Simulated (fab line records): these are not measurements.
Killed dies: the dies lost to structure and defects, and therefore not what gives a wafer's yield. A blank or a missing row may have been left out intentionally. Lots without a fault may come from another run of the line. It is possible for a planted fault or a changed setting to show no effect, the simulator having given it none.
fab line records	flow nand_harc
record: lots: 24	wafers: 72	last_day: 25
route steps=1159 shown P_M1@307 P_BONDPAD@364 A_SOURCE_PLATE@423 A_ONON_D1@441
lots that met no fault: taken from a fault-free run of the same line
start_h: the number of hours between the record's first day and the start of the first shown wafer of the lot	wait_h: hours since the lot's step before	" unchanged from the row above	L1.1+2: a single row standing in for several wafers	- no value present, or no start provided	* or withheld: withheld	< > ~ a bound
route shown NAME@n: NAME is a module with steps in the file, n the number in the route of the first one	usual: mean/standard deviation of fault-free wafers	same: alike in all rows	chamber/n: place in a boat	sites: the reading at each site	_std_site: how widely they spread, as a standard deviation	_edge_site: outer sites' mean less inner sites'	radius_mm: for every site, how far away it sits from the centre of the wafer	mask NAME#n: copy n	behind: the most recent tool/chamber to have shaped the wafer	hold: the reason the lot was held/the length of the hold in hours/how it ended	device: transistor that didn't switch, given as n, p or np	end of line: the route-end tests of the same wafers	where a step has no rows: the recipe by itself	killed: dies that structure and defects cost at the first sort, which is not the same as the wafer's yield	map: a wafer's dies, marking killed ones x, the rest . and places with no die _
set.NAME: the run value of the setting; set.NAME@STEP: its run value at that earlier step	model.NAME: the simulator's own value behind a step, which no gauge read
one table for each step of the route and one row for each wafer, over a sample of lots
services: the hour from which a tool's chamber was out of use, counted from the record's first day as start_h (under 0 if before that day), plus the number of hours and why
== steps ==
step: NHARC_P_M1_PVD_20
recipe: target_thk_a: 50	bias_v: 168.6	power_w: 15000	chamber_pressure_pa: 0.12	time_s: 8.06	substrate_temp_c: 50	material: TaN
usual: cathode_dc_power_W: 15000/2.8	throttle_valve_pct: 29.2/1.1
lot.wafer	tool	chamber	start_h	wait_h	cathode_dc_power_W	throttle_valve_pct
L074.1	pvd_sputter-02	-	-	-	15001	27.6
L074.2	"	-	"	"	14997	29.6
L074.5	"	-	"	"	14995	30.2
L075.3	pvd_sputter-01	-	-	-	14993	31.0
L075.1	"	-	"	"	15001	28.8
L075.6	"	-	"	"	15000	30.4
L077.3	pvd_sputter-02	-	-	-	15003	29.7
L077.2	"	-	"	"	14999	27.9
L077.5	"	-	"	"	15001	29.6
L078.2	pvd_sputter-02	-	-	-	15003	29.3
L078.3	"	-	"	"	15000	30.2
L078.5	"	-	"	"	15000	30.0
L076.2	pvd_sputter-02	-	-	-	15004	29.9
L076.3	"	-	"	"	15003	29.4
L076.5	"	-	"	"	15001	27.7
L079.4	pvd_sputter-03	-	-	-	14999	30.0
L079.3	"	-	"	"	15001	29.3
L079.5	"	-	"	"	15001	29.9
L080.4	pvd_sputter-02	-	-	-	15001	29.2
L080.1	"	-	"	"	15007	30.0
L080.6	"	-	"	"	14999	30.1
L081.1	pvd_sputter-02	-	-	-	15007	27.8
L081.6	"	-	"	"	15005	27.7
L081.5	"	-	"	"	15004	29.5
L082.2	pvd_sputter-03	-	-	-	14998	29.7
L082.4	"	-	"	"	14999	29.0
L082.6	"	-	"	"	15004	29.4
L083.1	pvd_sputter-02	-	-	-	15003	30.2
L083.3	"	-	"	"	14998	27.8
L083.4	"	-	"	"	14996	29.7
L084.2	pvd_sputter-02	-	-	-	14995	30.1
L084.3	"	-	"	"	15002	27.6
L084.1	"	-	"	"	14999	29.6
L085.1	pvd_sputter-03	-	-	-	14999	29.2
L085.3	"	-	"	"	15002	30.1
L085.6	"	-	"	"	14994	29.3
L086.4	pvd_sputter-01	-	-	-	14997	29.4
L086.3	"	-	"	"	14997	29.2
L086.6	"	-	"	"	14995	29.5
L088.1	pvd_sputter-03	-	-	-	15001	29.1
L088.3	"	-	"	"	15001	30.0
L088.5	"	-	"	"	15002	29.2
L087.4	pvd_sputter-01	-	-	-	15000	29.1
L087.6	"	-	"	"	15002	29.6
L087.5	"	-	"	"	14997	29.4
L089.4	pvd_sputter-03	-	-	-	14999	26.6
L089.2	"	-	"	"	14999	30.2
L089.6	"	-	"	"	15002	29.4
L091.2	pvd_sputter-01	-	-	-	14997	29.5
L091.4	"	-	"	"	14999	31.2
L091.3	"	-	"	"	15003	29.1
L090.4	pvd_sputter-03	-	-	-	14999	29.9
L090.3	"	-	"	"	15003	29.3
L090.1	"	-	"	"	15000	27.2
L093.2	pvd_sputter-03	-	-	-	14997	26.6
L093.4	"	-	"	"	15003	30.0
L093.5	"	-	"	"	15001	29.3
L092.4	pvd_sputter-01	-	-	-	14997	29.2
L092.3	"	-	"	"	14996	29.3
L092.5	"	-	"	"	15000	29.7
L094.2	pvd_sputter-01	-	-	-	14995	29.2
L094.1	"	-	"	"	15002	31.0
L094.3	"	-	"	"	15000	29.4
L095.4	pvd_sputter-02	-	-	-	15005	27.3
L095.3	"	-	"	"	14998	29.9
L095.5	"	-	"	"	15000	30.6
L096.3	pvd_sputter-03	-	-	-	14998	29.2
L096.4	"	-	"	"	14993	26.7
L096.6	"	-	"	"	14999	29.8
L097.3	pvd_sputter-01	-	-	-	15002	29.1
L097.6	"	-	"	"	15003	29.1
L097.5	"	-	"	"	15001	29.4
step: NHARC_P_BONDPAD_CD_MEAS_09
recipe: target_cd_nm: 500	landing_energy_ev: 500
usual: cd_nm: 500.3/1.7
same: landing_energy_ev: 500
lot.wafer	tool	chamber	start_h	wait_h	cd_nm
L074.1	cd_sem-02	0	139.23	-	498.5
L074.2	"	0	"	"	497.7
L074.5	"	0	"	"	498.4
L075.1	cd_sem-03	0	142.30	-	501.2
L075.3	"	0	"	"	498.5
L075.6	"	0	"	"	500.7
L077.2	cd_sem-01	0	145.56	-	500.3
L077.3	"	0	"	"	499.3
L077.5	"	0	"	"	500.4
L078.2	cd_sem-03	0	147.20	-	502.0
L078.3	"	0	"	"	502.3
L078.5	"	0	"	"	502.9
L076.2	cd_sem-02	0	153.26	-	498.7
L076.3	"	0	"	"	500.0
L076.5	"	0	"	"	500.0
L079.3	cd_sem-03	0	159.43	-	504.1
L079.4	"	0	"	"	502.3
L079.5	"	0	"	"	502.0
L080.1	cd_sem-02	0	165.82	-	498.1
L080.4	"	0	"	"	501.1
L080.6	"	0	"	"	499.6
L081.1	cd_sem-03	0	171.14	-	498.7
L081.5	"	0	"	"	498.9
L081.6	"	0	"	"	499.6
L082.2	cd_sem-02	0	180.86	-	502.9
L082.4	"	0	"	"	503.8
L082.6	"	0	"	"	500.7
L083.1	cd_sem-02	0	184.93	-	499.3
L083.3	"	0	"	"	501.6
L083.4	"	0	"	"	502.1
L084.1	cd_sem-01	0	186.08	-	499.5
L084.2	"	0	"	"	500.0
L084.3	"	0	"	"	500.4
L085.1	cd_sem-01	0	198.79	-	498.2
L085.3	"	0	"	"	501.0
L085.6	"	0	"	"	501.0
L086.3	cd_sem-02	0	209.64	-	500.7
L086.4	"	0	"	"	498.6
L086.6	"	0	"	"	499.3
L088.1	cd_sem-03	0	210.41	-	500.1
L088.3	"	0	"	"	498.6
L088.5	"	0	"	"	498.2
L087.4	cd_sem-01	0	211.58	-	501.7
L087.5	"	0	"	"	501.8
L087.6	"	0	"	"	503.0
L089.2	cd_sem-01	0	227.06	-	499.1
L089.4	"	0	"	"	500.8
L089.6	"	0	"	"	499.3
L091.2	cd_sem-02	0	227.55	-	500.1
L091.3	"	0	"	"	500.8
L091.4	"	0	"	"	499.3
L090.1	cd_sem-02	0	228.21	-	499.0
L090.3	"	0	"	"	500.2
L090.4	"	0	"	"	501.2
L093.2	cd_sem-02	0	243.85	-	502.4
L093.4	"	0	"	"	503.9
L093.5	"	0	"	"	502.3
L092.3	cd_sem-02	0	244.31	-	500.0
L092.4	"	0	"	"	498.4
L092.5	"	0	"	"	502.0
L094.1	cd_sem-02	0	245.90	-	497.3
L094.2	"	0	"	"	497.9
L094.3	"	0	"	"	499.2
L095.3	cd_sem-01	0	253.62	-	499.9
L095.4	"	0	"	"	504.2
L095.5	"	0	"	"	502.8
L096.3	cd_sem-03	0	254.35	-	501.4
L096.4	"	0	"	"	503.2
L096.6	"	0	"	"	502.1
L097.3	cd_sem-01	0	269.73	-	501.1
L097.5	"	0	"	"	501.2
L097.6	"	0	"	"	501.0
step: NHARC_P_BONDPAD_ETCH_37
recipe: target_depth_a: 600	overetch_a: 180	time_s: 65.91	ion_energy_ev: 200	n2_flow_sccm: 150	h2_flow_sccm: 150	ar_flow_sccm: 0	rf_w: 400	bias_w: 150	chemistry: N2/H2
usual: drypump_motor_current_A: 5.8/0.59	oes_product_au: 0.998/0.0095	rf_vpp_V: 428.4/2.4	showerhead_plenum_p_Torr: 1.96/0.077	throttle_valve_pct: 14.170/0.008
lot.wafer	tool	chamber	start_h	wait_h	drypump_motor_current_A	oes_product_au	rf_hours_counter_h	rf_vpp_V	showerhead_plenum_p_Torr	throttle_valve_pct
L074.1	rie_diel-04	2	139.53	0.1	5.9	0.988	2	426.0	1.90	14.172
L074.2	"	0	"	"	6.6	0.990	2	426.9	1.89	14.183
L074.5	"	1	"	"	5.2	1.004	-	430.5	2.06	14.165
L075.1	rie_diel-11	2	142.61	0.1	6.1	1.017	30	431.4	2.07	14.177
L075.3	"	3	"	"	6.6	1.010	32	433.2	2.10	14.171
L075.6	"	1	"	"	6.1	1.010	-	429.9	2.03	14.153
L077.2	rie_diel-04	2	145.86	0.1	5.9	0.996	3	426.5	1.90	14.169
L077.3	"	3	"	"	5.1	0.998	3	427.6	1.95	14.180
L077.5	"	1	"	"	5.2	0.996	-	431.4	2.06	14.161
L078.2	rie_diel-11	0	147.49	0.1	6.1	0.996	33	428.2	1.92	14.176
L078.3	"	1	"	"	6.1	1.003	32	430.3	2.03	14.169
L078.5	"	0	"	"	6.1	1.001	-	426.1	1.92	14.173
L076.3	rie_diel-04	0	153.55	0.1	6.6	0.994	4	425.2	1.89	14.172
L076.2	"	3	"	"	5.1	0.988	4	427.2	1.95	14.192
L076.5	"	1	"	"	5.2	1.010	-	431.8	2.06	14.173
L079.4	rie_diel-04	3	159.73	0.1	5.1	1.001	5	428.7	1.95	14.153
L079.3	"	0	"	"	6.6	0.990	4	424.6	1.89	14.169
L079.5	"	2	"	"	5.9	0.995	-	426.1	1.90	14.168
L080.4	rie_diel-04	1	166.14	0.1	5.2	1.003	4	432.0	2.06	14.175
L080.1	"	2	"	"	5.9	1.000	5	426.6	1.90	14.156
L080.6	"	0	"	"	6.6	0.987	-	426.1	1.89	14.168
L081.1	rie_diel-04	2	171.45	0.1	5.9	0.995	6	428.7	1.90	14.170
L081.6	"	0	"	"	6.6	0.997	-	426.3	1.89	14.173
L081.5	"	1	"	"	5.2	1.001	-	430.3	2.06	14.175
L082.4	rie_diel-04	3	181.16	0.1	5.1	1.007	6	426.6	1.95	14.177
L082.2	"	2	"	"	5.8	1.005	6	425.8	1.90	14.178
L082.6	"	0	"	"	6.6	0.999	-	426.8	1.89	14.161
L083.4	rie_diel-04	0	185.24	0.1	6.6	0.987	6	426.7	1.89	14.172
L083.1	"	1	"	"	5.2	1.002	5	430.0	2.06	14.175
L083.3	"	2	"	"	5.9	0.998	6	427.7	1.90	14.178
L084.3	rie_diel-04	0	186.54	0.2	6.6	0.999	6	426.0	1.89	14.168
L084.2	"	1	"	"	5.2	1.014	6	431.1	2.06	14.179
L084.1	"	2	"	"	5.9	1.006	7	426.0	1.90	14.172
L085.3	rie_diel-04	1	199.09	0.1	5.2	1.010	6	432.8	2.06	14.175
L085.1	"	3	"	"	5.1	1.012	7	427.4	1.95	14.175
L085.6	"	2	"	"	5.8	0.999	-	425.4	1.90	14.155
L086.4	rie_diel-04	1	209.93	0.1	5.2	1.008	7	431.7	2.06	14.168
L086.3	"	3	"	"	5.1	0.996	8	426.2	1.95	14.163
L086.6	"	1	"	"	5.2	1.000	-	430.7	2.06	14.161
L088.1	rie_diel-04	3	210.72	0.1	5.1	0.992	8	429.0	1.95	14.185
L088.3	"	0	"	"	6.6	0.977	8	426.2	1.89	14.170
L088.5	"	3	"	"	5.1	0.999	-	428.2	1.95	14.164
L087.4	rie_diel-12	2	211.87	0.1	6.7	1.000	0	434.1	2.15	14.170
L087.6	"	2	"	"	6.7	0.997	-	434.4	2.15	14.178
L087.5	"	3	"	"	5.8	1.012	-	434.1	2.13	14.168
L089.2	rie_diel-04	1	227.35	0.1	5.2	0.992	8	430.7	2.06	14.187
L089.4	"	0	"	"	6.6	0.988	8	425.9	1.89	14.171
L089.6	"	2	"	"	5.9	0.996	-	428.0	1.90	14.174
L091.2	rie_diel-04	3	227.85	0.1	5.1	0.995	9	427.8	1.95	14.155
L091.3	"	0	"	"	6.6	0.978	8	426.0	1.89	14.160
L091.4	"	2	"	"	5.9	0.988	10	426.9	1.90	14.180
L090.3	rie_diel-04	2	228.51	0.1	5.9	1.012	10	427.1	1.90	14.176
L090.4	"	3	"	"	5.1	0.989	9	429.2	1.95	14.173
L090.1	"	0	"	"	6.6	0.981	9	425.6	1.89	14.181
L093.4	rie_diel-04	0	244.15	0.1	6.6	0.981	10	426.5	1.89	14.173
L093.2	"	1	"	"	5.2	1.005	10	430.7	2.06	14.172
L093.5	"	3	"	"	5.1	0.989	-	427.8	1.94	14.176
L092.3	rie_diel-11	0	244.62	0.1	6.1	0.988	3	427.4	1.91	14.184
L092.4	"	1	"	"	6.1	0.987	3	428.7	2.02	14.177
L092.5	"	2	"	"	6.1	1.002	-	430.6	2.06	14.167
L094.3	rie_diel-04	2	246.20	0.1	5.8	1.020	11	424.9	1.90	14.166
L094.2	"	0	"	"	6.6	0.974	10	425.4	1.89	14.161
L094.1	"	1	"	"	5.2	1.006	10	430.6	2.06	14.157
L095.3	rie_diel-04	2	253.92	0.1	5.9	1.012	12	427.1	1.90	14.165
L095.4	"	3	"	"	5.1	1.008	11	427.6	1.94	14.170
L095.5	"	1	"	"	5.2	1.011	-	431.2	2.06	14.172
L096.3	rie_diel-04	2	254.65	0.1	5.9	1.008	12	426.8	1.90	14.152
L096.4	"	3	"	"	5.1	1.009	11	427.9	1.94	14.179
L096.6	"	1	"	"	5.2	1.012	-	432.6	2.06	14.187
L097.3	rie_diel-04	2	270.04	0.1	5.9	1.001	14	426.9	1.90	14.172
L097.5	"	3	"	"	5.1	1.001	-	428.4	1.94	14.178
L097.6	"	0	"	"	6.6	0.986	-	426.2	1.89	14.178
step: NHARC_A_SOURCE_PLATE_INSPECT_08
usual: raw_defect_count: 63/23
lot.wafer	tool	chamber	start_h	wait_h	raw_defect_count
L075.1	defect_inspect-02	-	169.37	0.0	42
L075.3	"	-	"	"	43
L075.6	"	-	"	"	48
L074.1	defect_inspect-01	-	169.39	0.0	35
L074.2	"	-	"	"	78
L074.5	"	-	"	"	74
L078.2	defect_inspect-02	-	169.39	0.0	46
L078.3	"	-	"	"	64
L078.5	"	-	"	"	36
L077.2	defect_inspect-01	-	169.41	0.0	61
L077.3	"	-	"	"	62
L077.5	"	-	"	"	46
L076.2	defect_inspect-01	-	180.05	0.0	115
L076.3	"	-	"	"	88
L076.5	"	-	"	"	65
L079.3	defect_inspect-02	-	185.27	0.0	83
L079.4	"	-	"	"	54
L079.5	"	-	"	"	62
L080.1	defect_inspect-02	-	191.90	0.0	71
L080.4	"	-	"	"	37
L080.6	"	-	"	"	73
L081.1	defect_inspect-01	-	197.81	0.0	43
L081.5	"	-	"	"	72
L081.6	"	-	"	"	56
L082.2	defect_inspect-02	-	206.84	0.0	43
L082.4	"	-	"	"	41
L082.6	"	-	"	"	38
L083.1	defect_inspect-02	-	213.18	0.0	79
L083.3	"	-	"	"	117
L083.4	"	-	"	"	70
L084.1	defect_inspect-02	-	213.19	0.0	72
L084.2	"	-	"	"	38
L084.3	"	-	"	"	58
L085.1	defect_inspect-01	-	226.71	0.0	41
L085.3	"	-	"	"	71
L085.6	"	-	"	"	29
L088.1	defect_inspect-02	-	236.81	0.0	101
L088.3	"	-	"	"	120
L088.5	"	-	"	"	69
L086.3	defect_inspect-01	-	236.82	0.0	106
L086.4	"	-	"	"	47
L086.6	"	-	"	"	100
L087.4	defect_inspect-02	-	236.88	0.0	111
L087.5	"	-	"	"	73
L087.6	"	-	"	"	66
L089.2	defect_inspect-02	-	253.26	0.0	32
L089.4	"	-	"	"	60
L089.6	"	-	"	"	79
L090.1	defect_inspect-01	-	253.28	0.0	59
L090.3	"	-	"	"	65
L090.4	"	-	"	"	41
L091.2	defect_inspect-02	-	253.30	0.0	78
L091.3	"	-	"	"	86
L091.4	"	-	"	"	97
L094.1	defect_inspect-02	-	269.95	0.0	47
L094.2	"	-	"	"	43
L094.3	"	-	"	"	33
L093.2	defect_inspect-01	-	269.96	0.0	47
L093.4	"	-	"	"	56
L093.5	"	-	"	"	47
L092.3	defect_inspect-02	-	269.98	0.1	64
L092.4	"	-	"	"	83
L092.5	"	-	"	"	45
L095.3	defect_inspect-02	-	279.64	0.0	41
L095.4	"	-	"	"	70
L095.5	"	-	"	"	85
L096.3	defect_inspect-01	-	279.64	0.0	87
L096.4	"	-	"	"	62
L096.6	"	-	"	"	62
L097.3	defect_inspect-02	-	301.50	0.0	58
L097.5	"	-	"	"	37
L097.6	"	-	"	"	70
step: NHARC_A_ONON_D1_THK_MEAS_24
recipe: thk_meas_gauge: ellipsometry
usual: thk_nm: 999/10
lot.wafer	tool	chamber	start_h	wait_h	thk_nm
L075.1	film_metro-02	-	183.02	-	1006
L075.3	"	-	"	"	1006
L075.6	"	-	"	"	1008
L074.1	film_metro-01	-	183.17	-	999
L074.2	"	-	"	"	1000
L074.5	"	-	"	"	1000
L078.2	film_metro-02	-	183.29	-	1002
L078.3	"	-	"	"	1001
L078.5	"	-	"	"	1002
L077.2	film_metro-01	-	183.38	-	1000
L077.3	"	-	"	"	1001
L077.5	"	-	"	"	998
L076.2	film_metro-02	-	194.64	-	1001
L076.3	"	-	"	"	1003
L076.5	"	-	"	"	1003
L079.3	film_metro-01	-	194.67	-	1015
L079.4	"	-	"	"	1014
L079.5	"	-	"	"	1013
L080.1	film_metro-01	-	203.03	-	998
L080.4	"	-	"	"	1000
L080.6	"	-	"	"	999
L081.1	film_metro-01	-	208.87	-	1010
L081.5	"	-	"	"	1010
L081.6	"	-	"	"	1009
L082.2	film_metro-02	-	217.98	-	1012
L082.4	"	-	"	"	1009
L082.6	"	-	"	"	1009
L083.1	film_metro-02	-	225.61	-	996
L083.3	"	-	"	"	996
L083.4	"	-	"	"	995
L084.1	film_metro-01	-	225.61	-	986
L084.2	"	-	"	"	988
L084.3	"	-	"	"	989
L085.1	film_metro-01	-	239.05	-	984
L085.3	"	-	"	"	984
L085.6	"	-	"	"	984
L086.3	film_metro-01	-	248.81	-	982
L086.4	"	-	"	"	981
L086.6	"	-	"	"	980
L087.4	film_metro-02	-	248.82	-	1006
L087.5	"	-	"	"	1004
L087.6	"	-	"	"	1007
L088.1	film_metro-01	-	248.85	-	980
L088.3	"	-	"	"	983
L088.5	"	-	"	"	981
L089.2	film_metro-01	-	264.36	-	989
L089.4	"	-	"	"	989
L089.6	"	-	"	"	990
L090.1	film_metro-02	-	264.39	-	1017
L090.3	"	-	"	"	1016
L090.4	"	-	"	"	1017
L091.2	film_metro-02	-	264.41	-	1005
L091.3	"	-	"	"	1005
L091.4	"	-	"	"	1004
L094.1	film_metro-01	-	281.12	-	991
L094.2	"	-	"	"	992
L094.3	"	-	"	"	994
L093.2	film_metro-02	-	281.25	-	995
L093.4	"	-	"	"	996
L093.5	"	-	"	"	995
L092.3	film_metro-01	-	281.37	-	999
L092.4	"	-	"	"	998
L092.5	"	-	"	"	1001
L096.3	film_metro-01	-	290.90	-	1004
L096.4	"	-	"	"	1002
L096.6	"	-	"	"	1005
L095.3	film_metro-01	-	290.93	-	984
L095.4	"	-	"	"	987
L095.5	"	-	"	"	985
L097.3	film_metro-02	-	314.97	-	1016
L097.5	"	-	"	"	1014
L097.6	"	-	"	"	1013
step: NHARC_A_ONON_D1_THK_MEAS_27
recipe: thk_meas_gauge: ellipsometry
usual: thk_nm: 998/12
lot.wafer	tool	chamber	start_h	wait_h	thk_nm
L075.1	film_metro-01	-	183.59	-	986
L075.3	"	-	"	"	985
L075.6	"	-	"	"	985
L074.1	film_metro-02	-	183.73	-	991
L074.2	"	-	"	"	990
L074.5	"	-	"	"	992
L078.2	film_metro-02	-	183.85	-	979
L078.3	"	-	"	"	978
L078.5	"	-	"	"	977
L077.2	film_metro-01	-	183.96	-	990
L077.3	"	-	"	"	992
L077.5	"	-	"	"	991
L076.2	film_metro-01	-	195.21	-	992
L076.3	"	-	"	"	991
L076.5	"	-	"	"	994
L079.3	film_metro-02	-	195.24	-	1007
L079.4	"	-	"	"	1006
L079.5	"	-	"	"	1007
L080.1	film_metro-01	-	203.61	-	1002
L080.4	"	-	"	"	999
L080.6	"	-	"	"	1000
L081.1	film_metro-01	-	209.43	-	981
L081.5	"	-	"	"	982
L081.6	"	-	"	"	981
L082.2	film_metro-02	-	218.55	-	994
L082.4	"	-	"	"	995
L082.6	"	-	"	"	991
L083.1	film_metro-02	-	226.17	-	1024
L083.3	"	-	"	"	1027
L083.4	"	-	"	"	1026
L084.1	film_metro-01	-	226.18	-	1004
L084.2	"	-	"	"	1004
L084.3	"	-	"	"	1003
L085.1	film_metro-01	-	239.61	-	986
L085.3	"	-	"	"	988
L085.6	"	-	"	"	988
L086.3	film_metro-01	-	249.38	-	989
L086.4	"	-	"	"	991
L086.6	"	-	"	"	990
L087.4	film_metro-01	-	249.39	-	988
L087.5	"	-	"	"	986
L087.6	"	-	"	"	986
L088.1	film_metro-01	-	249.42	-	992
L088.3	"	-	"	"	992
L088.5	"	-	"	"	990
L089.2	film_metro-01	-	264.93	-	1011
L089.4	"	-	"	"	1013
L089.6	"	-	"	"	1012
L090.1	film_metro-02	-	264.96	-	995
L090.3	"	-	"	"	993
L090.4	"	-	"	"	994
L091.2	film_metro-01	-	264.98	-	1021
L091.3	"	-	"	"	1022
L091.4	"	-	"	"	1021
L094.1	film_metro-02	-	281.72	-	1009
L094.2	"	-	"	"	1012
L094.3	"	-	"	"	1009
L093.2	film_metro-01	-	281.82	-	1000
L093.4	"	-	"	"	1002
L093.5	"	-	"	"	1001
L092.3	film_metro-02	-	281.96	-	1003
L092.4	"	-	"	"	1004
L092.5	"	-	"	"	1004
L096.3	film_metro-01	-	291.46	-	1002
L096.4	"	-	"	"	1000
L096.6	"	-	"	"	999
L095.3	film_metro-02	-	291.50	-	994
L095.4	"	-	"	"	992
L095.5	"	-	"	"	992
L097.3	film_metro-02	-	315.53	-	1017
L097.5	"	-	"	"	1019
L097.6	"	-	"	"	1019
== services ==
tool	chamber	start_h	hours	kind
rie_diel-04	-	111.90	9.0	pm
rie_diel-04	0	111.90	9.0	vent_cycle
rie_diel-04	1	111.90	21.0	vent_cycle
rie_diel-04	2	111.90	9.0	vent_cycle
rie_diel-04	3	111.90	9.0	vent_cycle
rie_diel-04	0	120.90	-	clean
rie_diel-04	2	120.90	-	clean
rie_diel-11	1	139.03	2.7	repair
pvd_sputter-02	-	149.12	3.9	repair
rie_diel-12	-	150.90	1.2	repair
pvd_sputter-01	-	158.00	10.0	pm
pvd_sputter-03	-	158.16	9.6	repair
rie_diel-11	0	190.93	4.3	repair
pvd_sputter-01	-	193.70	1.8	repair
rie_diel-12	-	202.62	9.0	pm
rie_diel-04	0	205.54	2.6	repair
pvd_sputter-03	-	212.05	2.9	repair
pvd_sputter-02	-	215.38	10.0	pm
rie_diel-11	1	216.08	4.8	repair
rie_diel-11	-	221.64	9.0	pm
rie_diel-12	-	237.91	0.1	repair
pvd_sputter-01	-	244.65	1.8	repair
rie_diel-12	0	264.66	8.8	repair
rie_diel-12	3	265.34	5.5	repair
== key ==
fault none
